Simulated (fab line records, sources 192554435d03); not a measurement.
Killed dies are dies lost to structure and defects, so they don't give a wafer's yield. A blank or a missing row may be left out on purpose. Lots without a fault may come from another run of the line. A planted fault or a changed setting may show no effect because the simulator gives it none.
One fault seen from 3 desks | flow n5_finfet | each desk has only its own numbers; what lay behind them comes last

THE METROLOGY DESK
What the gauges read, lot by lot, whatever tool the lot ran on: means of the sampled wafers that have a number. A lot is out of limits, marked OUT, if its mean lies more than 4 standard deviations from the usual mean; the brackets give that distance.
Columns: A = M7_RS at N5_BEOL_M7_RS_MEAS_57, usual 0.287 ohm/sq
lot  | first seen here | A
L163 | day 11 16:28    | 0.278
L165 | day 11 23:01    | 0.291
L164 | day 12 07:17    | 0.292
L167 | day 12 11:41    | 0.284
L169 | day 12 17:59    | 0.280
L170 | day 12 21:38    | 0.292
L168 | day 13 00:10    | 0.292
L177 | day 15 09:04    | 0.289
L178 | day 15 19:09    | 0.283
L180 | day 15 19:42    | 0.285
L184 | day 17 00:29    | 0.286
This desk's finding: nothing out of limits on any of the 11 lots.

THE DEFECT DESK
What the inspections along the route counted, lot by lot: means of the sampled wafers that have a number. A lot is out of limits, marked OUT, if its mean lies more than 4 standard deviations from the usual mean; the brackets give that distance.
Columns: A = raw_defect_count at N5_BEOL_M7_INSPECT_58, usual 76
lot  | first seen here | A
L163 | day 11 16:29    | 46
L165 | day 11 23:02    | 76
L164 | day 12 07:19    | 94
L167 | day 12 11:43    | 74
L169 | day 12 18:00    | 76
L170 | day 12 21:39    | 106
L168 | day 13 00:12    | 77
L177 | day 15 09:05    | 52
L178 | day 15 19:11    | 103
L180 | day 15 19:44    | 61
L184 | day 17 00:31    | 48
This desk's finding: nothing out of limits on any of the 11 lots.

THE TOOL OWNER'S DESK: pecvd-02
The tool's own readings at N5_BEOL_M7_PECVD_70 (deposits SiO2 from TEOS/O2, target thk 20 nm, time 22.7 s): means of the sampled wafers that have a number, for each lot that ran on this tool. A lot is out of limits, marked OUT, if its mean lies more than 4 standard deviations from the usual mean; the brackets give that distance.
Columns: A = heater_power_outer_w at N5_BEOL_M7_PECVD_70, usual 433 W; B = heater_power_w at N5_BEOL_M7_PECVD_70, usual 701 W; C = showerhead_plenum_p_Torr at N5_BEOL_M7_PECVD_70, usual 8.81 Torr; D = susceptor_temp_C at N5_BEOL_M7_PECVD_70, usual 400.05 C; E = throttle_valve_pct at N5_BEOL_M7_PECVD_70, usual 22.3 %
lot  | first seen here | A   | B   | C    | D      | E
L164 | day 12 00:16    | 378 | 604 | 8.81 | 399.94 | 21.6
L167 | day 12 06:10    | 382 | 604 | 8.88 | 400.12 | 22.2
L169 | day 12 12:02    | 459 | 695 | 8.77 | 399.89 | 21.6
L170 | day 12 15:18    | 415 | 662 | 8.80 | 400.11 | 21.8
L168 | day 12 17:05    | 377 | 609 | 8.83 | 400.08 | 21.5
L177 | day 14 22:26    | 350 | 601 | 8.87 | 399.89 | 21.5
This desk's finding: nothing out of limits on any of the 6 lots.

PUT TOGETHER
The metrology desk saw nothing out of limits.
The defect desk saw nothing out of limits.
The tool owner's desk saw nothing out of limits.

WHAT THE SIMULATOR HAD PUT IN
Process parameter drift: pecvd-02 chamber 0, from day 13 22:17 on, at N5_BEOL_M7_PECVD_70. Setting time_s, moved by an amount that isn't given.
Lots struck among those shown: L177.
